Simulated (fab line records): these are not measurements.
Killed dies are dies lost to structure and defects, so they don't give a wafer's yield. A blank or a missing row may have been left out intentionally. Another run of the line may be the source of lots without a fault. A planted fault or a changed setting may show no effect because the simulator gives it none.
fab line records | flow nandHarc
record lots=6 | wafers=18 | lastDay=25
route steps=1159 shown A_ONON_D1@430 END@1159
lots with no fault: from the same line, run without faults
startH: hours from the record's opening day to when the first of the lot's shown wafers began | waitH: how many hours have passed since the lot's step before this one | " the same as in the row above | L1.1+2: a row that stands for several wafers | - no value, or no start was given | * or withheld: withheld | < > ~ a bound
route shown NAME@n: names a module that has steps shown in the file, with the first one's number in the route | usual: mean/standard deviation taken from wafers without a fault | same: alike in all rows | chamber/n: place in a boat | sites: the reading at each site | _std_site: how widely they spread, as a standard deviation | _edge_site: the outer-site mean with the inner-site mean subtracted | radiusMm: how far each site lies from the wafer's centre | mask NAME#n: copy n | behind: tool/chamber where the wafer was last shaped | hold: reason for holding the lot/hours on hold/outcome of the hold | device: the transistor (n, p or np) that didn't switch | end of line: the tests these same wafers got at the end of their route | a step without rows: its recipe alone | killed: dies that structure and defects cost at the first sort, which is not the same as the wafer's yield | map: shows each die of a wafer: x if killed, . if not, _ if none is there
set.NAME: the setting the step ran with; set.NAME@STEP: the setting that earlier step ran with | model.NAME: the simulator's own value behind a step, which no gauge read
lots at some steps of the route; a table a step, a row a wafer
services: the hour from which a tool's chamber was out of use, counted from the record's first day as startH (under 0 if before that day), plus the number of hours and why
## steps
# step NHARC_A_ONON_D1_DEP_09
# recipe targetThkA=10000 | n2FlowSccm=2750 | n2oFlowSccm=2000 | nh3FlowSccm=500 | sih4FlowSccm=210 | tempC=400
# step NHARC_A_ONON_D1_THK_MEAS_11
# recipe thkMeasGauge=ellipsometry
# usual thkNm=1000/12
lot.wafer | tool         | chamber | startH | waitH | thkNm
L857.2    | filmMetro-02 | -       | 177.45 | -     | 997
L857.4    | "            | -       | "      | "     | 995
L857.6    | "            | -       | "      | "     | 995
L858.3    | filmMetro-01 | -       | 177.46 | -     | 990
L858.4    | "            | -       | "      | "     | 991
L858.5    | "            | -       | "      | "     | 989
L865.2    | filmMetro-02 | -       | 223.04 | -     | 999
L865.3    | "            | -       | "      | "     | 1000
L865.4    | "            | -       | "      | "     | 1001
L866.1    | filmMetro-01 | -       | 252.48 | -     | 992
L866.3    | "            | -       | "      | "     | 992
L866.4    | "            | -       | "      | "     | 991
L872.1    | filmMetro-01 | -       | 260.72 | -     | 1028
L872.2    | "            | -       | "      | "     | 1028
L872.3    | "            | -       | "      | "     | 1029
L878.2    | filmMetro-01 | -       | 298.00 | -     | 987
L878.5    | "            | -       | "      | "     | 987
L878.6    | "            | -       | "      | "     | 985
# step NHARC_A_ONON_D1_DEP_12
# recipe targetThkA=10000 | n2FlowSccm=2750 | n2oFlowSccm=2000 | nh3FlowSccm=500 | sih4FlowSccm=210 | tempC=400
# step NHARC_A_ONON_D1_THK_MEAS_14
# recipe thkMeasGauge=ellipsometry
# usual thkNm=1001/7.6
lot.wafer | tool         | chamber | startH | waitH | thkNm
L857.2    | filmMetro-02 | -       | 178.02 | -     | 1004
L857.4    | "            | -       | "      | "     | 1005
L857.6    | "            | -       | "      | "     | 1005
L858.3    | filmMetro-01 | -       | 178.05 | -     | 997
L858.4    | "            | -       | "      | "     | 997
L858.5    | "            | -       | "      | "     | 997
L865.2    | filmMetro-02 | -       | 223.60 | -     | 998
L865.3    | "            | -       | "      | "     | 999
L865.4    | "            | -       | "      | "     | 999
L866.1    | filmMetro-02 | -       | 253.19 | -     | 994
L866.3    | "            | -       | "      | "     | 995
L866.4    | "            | -       | "      | "     | 995
L872.1    | filmMetro-02 | -       | 261.55 | -     | 1012
L872.2    | "            | -       | "      | "     | 1012
L872.3    | "            | -       | "      | "     | 1011
L878.2    | filmMetro-02 | -       | 298.70 | -     | 1003
L878.5    | "            | -       | "      | "     | 1003
L878.6    | "            | -       | "      | "     | 1004
# step NHARC_A_ONON_D1_ANNEAL_15
# recipe tempC=750 | timeS=3600
# step NHARC_A_ONON_D1_DEP_16
# recipe targetThkA=10000 | n2FlowSccm=2750 | n2oFlowSccm=2000 | nh3FlowSccm=500 | sih4FlowSccm=210 | tempC=400
# step NHARC_A_ONON_D1_THK_MEAS_18
# recipe thkMeasGauge=ellipsometry
# usual thkNm=997/9.7
lot.wafer | tool         | chamber | startH | waitH | thkNm
L858.3    | filmMetro-01 | -       | 185.08 | -     | 989
L858.4    | "            | -       | "      | "     | 987
L858.5    | "            | -       | "      | "     | 988
L857.2    | filmMetro-01 | -       | 185.09 | -     | 996
L857.4    | "            | -       | "      | "     | 995
L857.6    | "            | -       | "      | "     | 995
L865.2    | filmMetro-01 | -       | 230.70 | -     | 1004
L865.3    | "            | -       | "      | "     | 1005
L865.4    | "            | -       | "      | "     | 1005
L866.1    | filmMetro-01 | -       | 260.15 | -     | 992
L866.3    | "            | -       | "      | "     | 990
L866.4    | "            | -       | "      | "     | 991
L872.1    | filmMetro-01 | -       | 270.63 | -     | 995
L872.2    | "            | -       | "      | "     | 996
L872.3    | "            | -       | "      | "     | 993
L878.2    | filmMetro-02 | -       | 305.81 | -     | 1006
L878.5    | "            | -       | "      | "     | 1004
L878.6    | "            | -       | "      | "     | 1003
# step NHARC_A_ONON_D1_DEP_19
# recipe targetThkA=10000 | n2FlowSccm=2750 | n2oFlowSccm=2000 | nh3FlowSccm=500 | sih4FlowSccm=210 | tempC=400
# step NHARC_A_ONON_D1_THK_MEAS_21
# recipe thkMeasGauge=ellipsometry
# usual thkNm=1001/9.2
lot.wafer | tool         | chamber | startH | waitH | thkNm
L858.3    | filmMetro-02 | -       | 185.65 | -     | 996
L858.4    | "            | -       | "      | "     | 998
L858.5    | "            | -       | "      | "     | 997
L857.2    | filmMetro-02 | -       | 185.79 | -     | 996
L857.4    | "            | -       | "      | "     | 995
L857.6    | "            | -       | "      | "     | 994
L865.2    | filmMetro-01 | -       | 231.27 | -     | 1011
L865.3    | "            | -       | "      | "     | 1011
L865.4    | "            | -       | "      | "     | 1012
L866.1    | filmMetro-01 | -       | 261.14 | -     | 999
L866.3    | "            | -       | "      | "     | 999
L866.4    | "            | -       | "      | "     | 998
L872.1    | filmMetro-02 | -       | 271.32 | -     | 1010
L872.2    | "            | -       | "      | "     | 1011
L872.3    | "            | -       | "      | "     | 1011
L878.2    | filmMetro-02 | -       | 306.37 | -     | 1013
L878.5    | "            | -       | "      | "     | 1014
L878.6    | "            | -       | "      | "     | 1014
# step NHARC_A_ONON_D1_DEP_22
# recipe targetThkA=10000 | n2FlowSccm=2750 | n2oFlowSccm=2000 | nh3FlowSccm=500 | sih4FlowSccm=210 | tempC=400
# step NHARC_A_ONON_D1_THK_MEAS_24
# recipe thkMeasGauge=ellipsometry
# usual thkNm=998/9.5
lot.wafer | tool         | chamber | startH | waitH | thkNm
L858.3    | filmMetro-01 | -       | 186.21 | -     | 1007
L858.4    | "            | -       | "      | "     | 1005
L858.5    | "            | -       | "      | "     | 1004
L857.2    | filmMetro-01 | -       | 186.38 | -     | 1002
L857.4    | "            | -       | "      | "     | 1003
L857.6    | "            | -       | "      | "     | 1002
L865.2    | filmMetro-02 | -       | 231.84 | -     | 997
L865.3    | "            | -       | "      | "     | 999
L865.4    | "            | -       | "      | "     | 998
L866.1    | filmMetro-02 | -       | 262.13 | -     | 988
L866.3    | "            | -       | "      | "     | 989
L866.4    | "            | -       | "      | "     | 988
L872.1    | filmMetro-02 | -       | 272.02 | -     | 995
L872.2    | "            | -       | "      | "     | 994
L872.3    | "            | -       | "      | "     | 992
L878.2    | filmMetro-02 | -       | 306.96 | -     | 978
L878.5    | "            | -       | "      | "     | 979
L878.6    | "            | -       | "      | "     | 978
# step NHARC_A_ONON_D1_DEP_25
# recipe targetThkA=10000 | n2FlowSccm=2750 | n2oFlowSccm=2000 | nh3FlowSccm=500 | sih4FlowSccm=210 | tempC=400
# usual n2oFlowSccm=2000/6.5
lot.wafer | tool         | chamber | startH | waitH | n2oFlowSccm
L858.3    | pecvdOnon-03 | 0       | 186.38 | 0.2   | 2005
L858.4    | "            | 0       | "      | "     | 2008
L858.5    | "            | 0       | "      | "     | 1997
L857.2    | pecvdOnon-02 | 0       | 186.49 | 0.1   | 2003
L857.4    | "            | 0       | "      | "     | 1996
L857.6    | "            | 0       | "      | "     | 2001
L865.2    | pecvdOnon-03 | 0       | 231.97 | 0.1   | 1995
L865.3    | "            | 0       | "      | "     | 1990
L865.4    | "            | 0       | "      | "     | 1998
L866.1    | pecvdOnon-03 | 0       | 262.18 | 0.1   | 2017
L866.3    | "            | 0       | "      | "     | 2009
L866.4    | "            | 0       | "      | "     | 2010
L872.1    | pecvdOnon-01 | 0       | 272.20 | 0.2   | 2000
L872.2    | "            | 0       | "      | "     | 1998
L872.3    | "            | 0       | "      | "     | 1999
L878.2    | pecvdOnon-01 | 0       | 307.07 | 0.1   | 2011
L878.5    | "            | 0       | "      | "     | 2013
L878.6    | "            | 0       | "      | "     | 1996
# step NHARC_A_ONON_D1_THK_MEAS_27
# recipe thkMeasGauge=ellipsometry
# usual thkNm=1000/9.5
lot.wafer | tool         | chamber | startH | waitH | hold                    | thkNm
L858.3    | filmMetro-02 | -       | 186.78 | -     | -                       | 1003
L858.4    | "            | -       | "      | "     | -                       | 1002
L858.5    | "            | -       | "      | "     | -                       | 1002
L857.2    | filmMetro-02 | -       | 186.95 | -     | -                       | 1011
L857.4    | "            | -       | "      | "     | -                       | 1011
L857.6    | "            | -       | "      | "     | -                       | 1012
L865.2    | filmMetro-02 | -       | 232.41 | -     | awaitDispo/0.2h/release | 649
L865.3    | "            | -       | "      | "     | awaitDispo/0.2h/release | 646
L865.4    | "            | -       | "      | "     | awaitDispo/0.2h/release | 648
L865.2    | filmMetro-02 | -       | 232.59 | 0.2   | -                       | 647
L865.3    | "            | -       | "      | "     | -                       | 648
L865.4    | "            | -       | "      | "     | -                       | 647
L866.1    | filmMetro-01 | -       | 262.69 | -     | awaitDispo/0.2h/release | 668
L866.3    | "            | -       | "      | "     | awaitDispo/0.2h/release | 668
L866.4    | "            | -       | "      | "     | awaitDispo/0.2h/release | 668
L866.1    | filmMetro-01 | -       | 262.87 | 0.2   | -                       | 668
L866.3    | "            | -       | "      | "     | -                       | 669
L866.4    | "            | -       | "      | "     | -                       | 669
L872.1    | filmMetro-01 | -       | 272.72 | -     | -                       | 997
L872.2    | "            | -       | "      | "     | -                       | 996
L872.3    | "            | -       | "      | "     | -                       | 996
L878.2    | filmMetro-02 | -       | 307.53 | -     | -                       | 997
L878.5    | "            | -       | "      | "     | -                       | 999
L878.6    | "            | -       | "      | "     | -                       | 998
# step NHARC_END_SORT_01
# recipe tempC=25
# usual killedAtArray=29/10 | killedAtOther=0.7/1.1 | killedAtPeriphery=3.3/2.4 | killedDies=33/11 | killedOpen=3.3/2 | killedShort=1.9/1.3
# same grossDies=677
lot.wafer | tool      | chamber | startH | waitH | hold                  | killedAtArray | killedAtOther | killedAtPeriphery | killedDies | killedOpen | killedShort
L858.3    | prober-01 | 0       | 447.11 | 3.1   | -                     | 19            | 0             | 2                 | 21         | 2          | 1
L858.4    | prober-01 | 0       | 447.91 | 3.4   | -                     | 23            | 0             | 2                 | 25         | 2          | 1
L858.5    | prober-01 | 0       | 448.70 | 3.7   | -                     | 15            | 0             | 3                 | 18         | 2          | 0
L857.2    | prober-02 | 0       | 454.09 | 2.8   | -                     | 26            | 0             | 2                 | 28         | 5          | 1
L857.4    | prober-02 | 0       | 455.67 | 3.4   | -                     | 22            | 0             | 2                 | 24         | 2          | 2
L857.6    | prober-02 | 0       | 457.24 | 3.9   | -                     | 27            | 1             | 11                | 39         | 9          | 1
L865.2    | prober-01 | 0       | 506.69 | 2.8   | awaitDispo/2.1h/scrap | 673           | 1             | 3                 | 677        | 8          | 2
L865.3    | prober-01 | 0       | 507.50 | 3.1   | awaitDispo/2.1h/scrap | 676           | 0             | 1                 | 677        | 5          | 0
L865.4    | prober-01 | 0       | 508.30 | 3.4   | awaitDispo/2.1h/scrap | 674           | 0             | 3                 | 677        | 4          | 4
L866.1    | prober-01 | 0       | 549.56 | 2.5   | awaitDispo/3.5h/scrap | 673           | 0             | 4                 | 677        | 6          | 2
L866.3    | prober-01 | 0       | 551.17 | 3.1   | awaitDispo/3.5h/scrap | 673           | 1             | 3                 | 677        | 2          | 3
L866.4    | prober-01 | 0       | 551.97 | 3.4   | awaitDispo/3.5h/scrap | 667           | 5             | 5                 | 677        | 2          | 0
L872.1    | prober-02 | 0       | 565.57 | 2.5   | -                     | 27            | 1             | 0                 | 28         | 1          | 1
L872.2    | prober-02 | 0       | 566.35 | 2.8   | -                     | 22            | 0             | 3                 | 25         | 2          | 1
L872.3    | prober-02 | 0       | 567.14 | 3.1   | -                     | 29            | 0             | 3                 | 32         | 4          | 4
L878.2    | prober-01 | 0       | 593.56 | 2.8   | -                     | 45            | 0             | 0                 | 45         | 4          | 4
L878.5    | prober-01 | 0       | 595.99 | 3.7   | -                     | 32            | 0             | 1                 | 33         | 3          | 1
L878.6    | prober-01 | 0       | 596.80 | 4.0   | -                     | 39            | 1             | 4                 | 44         | 1          | 2
# killed by level:class
L858.3 A_SLIT:chamberFilmFlake=9 A_CHANNEL_HOLE_D1:chamberFilmFlake=3 A_CHANNEL_FILL_D1:chamberFilmFlake=2 A_CONTACT:chamberFilmFlake=2 P_M1:geometricParticle:open=1 A_M0:geometricParticle:open=1 A_M1:geometricParticle:short=1 P_GATE:chamberFilmFlake=1
L858.4 A_SLIT:chamberFilmFlake=14 A_CHANNEL_HOLE_D1:chamberFilmFlake=3 A_BLC:geometricParticle:open=2 A_CHANNEL_FILL_D1:chamberFilmFlake=2 A_ONON_D1:geometricParticle:short=1 P_GATE:chamberFilmFlake=1 P_M2:chamberFilmFlake=1 A_STAIRCASE:chamberFilmFlake=1
L858.5 A_SLIT:chamberFilmFlake=8 A_CONTACT:chamberFilmFlake=3 P_M0:geometricParticle:open=1 A_CHANNEL_FILL_D1:geometricParticle:open=1 P_STI:chamberFilmFlake=1 P_GATE:chamberFilmFlake=1 A_CHANNEL_HOLE_D1:chamberFilmFlake=1 A_CHANNEL_FILL_D1:chamberFilmFlake=1
L857.2 A_CHANNEL_HOLE_D1:chamberFilmFlake=13 A_STAIRCASE:chamberFilmFlake=4 A_CONTACT:chamberFilmFlake=3 A_CONTACT:geometricParticle:open=2 P_M0:geometricParticle:open=1 A_ONON_D1:geometricParticle:short=1 A_ONON_D1:geometricParticle:open=1 A_M1:geometricParticle:open=1
L857.4 A_CHANNEL_HOLE_D1:chamberFilmFlake=11 A_STAIRCASE:chamberFilmFlake=5 A_CONTACT:chamberFilmFlake=2 A_SGD_CUT:geometricParticle:short=1 A_CONTACT:geometricParticle:open=1 A_M1:geometricParticle:short=1 A_M1:geometricParticle:open=1 P_M0:chamberFilmFlake=1
L857.6 A_CHANNEL_HOLE_D1:chamberFilmFlake=13 P_M0:chamberFilmFlake=4 A_STAIRCASE:chamberFilmFlake=4 P_BONDPAD:chamberFilmFlake=3 A_SLIT:chamberFilmFlake=2 P_GATE:geometricParticle:open=1 P_CONTACT:geometricParticle:open=1 A_ONON_D1:geometricParticle:open=1
L865.2 A_ONON_D1:areaDep=633 A_CHANNEL_HOLE_D1:chamberFilmFlake=21 A_CONTACT:chamberFilmFlake=6 A_CONTACT:geometricParticle:open=4 A_STAIRCASE:chamberFilmFlake=4 P_ZERO_WELL:chamberFilmFlake=2 P_CONTACT:geometricParticle:open=1 A_ONON_D1:geometricParticle:open=1
L865.3 A_ONON_D1:areaDep=643 A_CHANNEL_HOLE_D1:chamberFilmFlake=18 A_STAIRCASE:chamberFilmFlake=5 A_CONTACT:chamberFilmFlake=5 A_CHANNEL_FILL_D1:geometricParticle:open=2 A_CONTACT:geometricParticle:open=2 A_ONON_D1:geometricParticle:open=1 P_STI:chamberFilmFlake=1
L865.4 A_ONON_D1:areaDep=643 A_CHANNEL_HOLE_D1:chamberFilmFlake=18 A_STAIRCASE:chamberFilmFlake=4 A_M0:geometricParticle:open=2 P_M0:geometricParticle:short=1 A_ONON_D1:geometricParticle:open=1 A_ONON_D1:geometricParticle:short=1 A_CHANNEL_HOLE_D1:geometricParticle:short=1
L866.1 A_ONON_D1:areaDep=638 A_CHANNEL_HOLE_D1:chamberFilmFlake=13 A_SLIT:chamberFilmFlake=13 A_ONON_D1:geometricParticle:open=3 A_WL_FILL:geometricParticle:short=2 P_M0:geometricParticle:open=1 A_CHANNEL_FILL_D1:geometricParticle:open=1 A_M1:geometricParticle:open=1
L866.3 A_ONON_D1:areaDep=636 A_SLIT:chamberFilmFlake=19 A_CHANNEL_HOLE_D1:chamberFilmFlake=11 A_M1:geometricParticle:short=2 A_CONTACT:chamberFilmFlake=2 P_M0:geometricParticle:open=1 A_CHANNEL_FILL_D1:geometricParticle:short=1 A_CHANNEL_FILL_D1:geometricParticle:open=1
L866.4 A_ONON_D1:areaDep=632 A_CHANNEL_HOLE_D1:chamberFilmFlake=13 A_SLIT:chamberFilmFlake=11 A_CONTACT:chamberFilmFlake=9 THIN_TSV:chamberFilmFlake=5 P_M1:chamberFilmFlake=2 P_CONTACT:geometricParticle:open=1 A_CONTACT:geometricParticle:open=1
L872.1 A_SLIT:chamberFilmFlake=16 A_CHANNEL_HOLE_D1:chamberFilmFlake=8 A_BLC:geometricParticle:open=1 A_M0:geometricParticle:short=1 A_CONTACT:chamberFilmFlake=1 THIN_TSV:chamberFilmFlake=1
L872.2 A_SLIT:chamberFilmFlake=17 A_CHANNEL_HOLE_D1:chamberFilmFlake=2 P_CONTACT:geometricParticle:short=1 P_CONTACT:geometricParticle:open=1 A_CHANNEL_FILL_D1:geometricParticle:open=1 P_GATE:chamberFilmFlake=1 A_STAIRCASE:chamberFilmFlake=1 A_CONTACT:chamberFilmFlake=1
L872.3 A_SLIT:chamberFilmFlake=17 A_CHANNEL_FILL_D1:geometricParticle:open=2 A_CHANNEL_FILL_D1:geometricParticle:short=2 P_GATE:chamberFilmFlake=2 A_CHANNEL_HOLE_D1:chamberFilmFlake=2 P_CONTACT:geometricParticle:open=1 A_WL_FILL:geometricParticle:short=1 A_BLC:geometricParticle:open=1
L878.2 A_SLIT:chamberFilmFlake=18 A_CHANNEL_HOLE_D1:chamberFilmFlake=13 A_ONON_D1:geometricParticle:open=2 A_ONON_D1:geometricParticle:short=2 A_CHANNEL_FILL_D1:chamberFilmFlake=2 A_STAIRCASE:chamberFilmFlake=2 A_CHANNEL_HOLE_D1:geometricParticle:open=1 A_WL_FILL:geometricParticle:short=1
L878.5 A_SLIT:chamberFilmFlake=14 A_CHANNEL_HOLE_D1:chamberFilmFlake=8 A_CONTACT:chamberFilmFlake=6 P_M2:geometricParticle:open=1 A_CHANNEL_HOLE_D1:geometricParticle:open=1 A_SGD_CUT:geometricParticle:short=1 A_CONTACT:geometricParticle:open=1 A_STAIRCASE:chamberFilmFlake=1
L878.6 A_SLIT:chamberFilmFlake=22 A_CHANNEL_HOLE_D1:chamberFilmFlake=9 A_CONTACT:chamberFilmFlake=4 P_ZERO_WELL:chamberFilmFlake=2 P_BONDPAD:chamberFilmFlake=2 A_CHANNEL_FILL_D1:geometricParticle:short=1 A_CONTACT:geometricParticle:open=1 A_M1:geometricParticle:short=1
# map L865.2 (x killed, . not)
____________x____________
_________xxxxxxx_________
_______xxxxxxxxxxx_______
______xxxxxxxxxxxxx______
_____xxxxxxxxxxxxxxx_____
____xxxxxxxxxxxxxxxxx____
____xxxxxxxxxxxxxxxxx____
___xxxxxxxxxxxxxxxxxxx___
___xxxxxxxxxxxxxxxxxxx___
__xxxxxxxxxxxxxxxxxxxxx__
__xxxxxxxxxxxxxxxxxxxxx__
_xxxxxxxxxxxxxxxxxxxxxxx_
_xxxxxxxxxxxxxxxxxxxxxxx_
_xxxxxxxxxxxxxxxxxxxxxxx_
_xxxxxxxxxxxxxxxxxxxxxxx_
_xxxxxxxxxxxxxxxxxxxxxxx_
xxxxxxxxxxxxxxxxxxxxxxxxx
xxxxxxxxxxxxxxxxxxxxxxxxx
xxxxxxxxxxxxxxxxxxxxxxxxx
xxxxxxxxxxxxxxxxxxxxxxxxx
xxxxxxxxxxxxxxxxxxxxxxxxx
_xxxxxxxxxxxxxxxxxxxxxxx_
_xxxxxxxxxxxxxxxxxxxxxxx_
_xxxxxxxxxxxxxxxxxxxxxxx_
_xxxxxxxxxxxxxxxxxxxxxxx_
_xxxxxxxxxxxxxxxxxxxxxxx_
__xxxxxxxxxxxxxxxxxxxxx__
__xxxxxxxxxxxxxxxxxxxxx__
___xxxxxxxxxxxxxxxxxxx___
___xxxxxxxxxxxxxxxxxxx___
____xxxxxxxxxxxxxxxxx____
____xxxxxxxxxxxxxxxxx____
_____xxxxxxxxxxxxxxx_____
______xxxxxxxxxxxxx______
_______xxxxxxxxxxx_______
_________xxxxxxx_________
____________x____________
# map L866.1 (x killed, . not)
____________x____________
_________xxxxxxx_________
_______xxxxxxxxxxx_______
______xxxxxxxxxxxxx______
_____xxxxxxxxxxxxxxx_____
____xxxxxxxxxxxxxxxxx____
____xxxxxxxxxxxxxxxxx____
___xxxxxxxxxxxxxxxxxxx___
___xxxxxxxxxxxxxxxxxxx___
__xxxxxxxxxxxxxxxxxxxxx__
__xxxxxxxxxxxxxxxxxxxxx__
_xxxxxxxxxxxxxxxxxxxxxxx_
_xxxxxxxxxxxxxxxxxxxxxxx_
_xxxxxxxxxxxxxxxxxxxxxxx_
_xxxxxxxxxxxxxxxxxxxxxxx_
_xxxxxxxxxxxxxxxxxxxxxxx_
xxxxxxxxxxxxxxxxxxxxxxxxx
xxxxxxxxxxxxxxxxxxxxxxxxx
xxxxxxxxxxxxxxxxxxxxxxxxx
xxxxxxxxxxxxxxxxxxxxxxxxx
xxxxxxxxxxxxxxxxxxxxxxxxx
_xxxxxxxxxxxxxxxxxxxxxxx_
_xxxxxxxxxxxxxxxxxxxxxxx_
_xxxxxxxxxxxxxxxxxxxxxxx_
_xxxxxxxxxxxxxxxxxxxxxxx_
_xxxxxxxxxxxxxxxxxxxxxxx_
__xxxxxxxxxxxxxxxxxxxxx__
__xxxxxxxxxxxxxxxxxxxxx__
___xxxxxxxxxxxxxxxxxxx___
___xxxxxxxxxxxxxxxxxxx___
____xxxxxxxxxxxxxxxxx____
____xxxxxxxxxxxxxxxxx____
_____xxxxxxxxxxxxxxx_____
______xxxxxxxxxxxxx______
_______xxxxxxxxxxx_______
_________xxxxxxx_________
____________x____________
## services
tool         | chamber | startH | hours | kind
pecvdOnon-01 | -       | 195.29 | 13.0  | pm
pecvdOnon-02 | -       | 292.18 | 13.0  | pm
## key
firstSign step=NHARC_A_ONON_D1_THK_MEAS_27 | reading=visit | direction=added
effect step=NHARC_A_ONON_D1_THK_MEAS_27 | reading=thkNm | direction=down | sigmas=36 | usual=1000 | struck=658
effect step=NHARC_END_SORT_01 | reading=killedAtArray | direction=up | sigmas=63 | usual=29 | struck=673
moreKillsBornAt NHARC_A_ONON_D1_DEP_25@pecvdOnon-03=3825
metAt NHARC_A_ONON_D1_DEP_25
struckWafers L865.2,L865.3,L865.4,L866.1,L866.3,L866.4
laterRowsLeftOut L865.2,L865.3,L865.4,L866.1,L866.3,L866.4
testerLeftOut L865,L866
onsetBetween 186.38 231.97
fault kind=processParameterDrift | tool=pecvdOnon-03 | chamber=- | onsetH=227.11 | steps=NHARC_A_ONON_D1_DEP_25 | channel=targetThkA | offset=* | shape=step | endH=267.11 | actsIn=* | stated=*
# testerLeftOut: of these lots the tester's yield and bins aren't shown, on N5 and GAA mostly nor the transistor test; their killed dies are dies lost to structure and defects alone, not to doping, threshold or leakage, so they don't give the yield
# laterRowsLeftOut: the simulator's readings of these wafers behind a module that went badly wrong aren't trusted and aren't shown, but for the sort
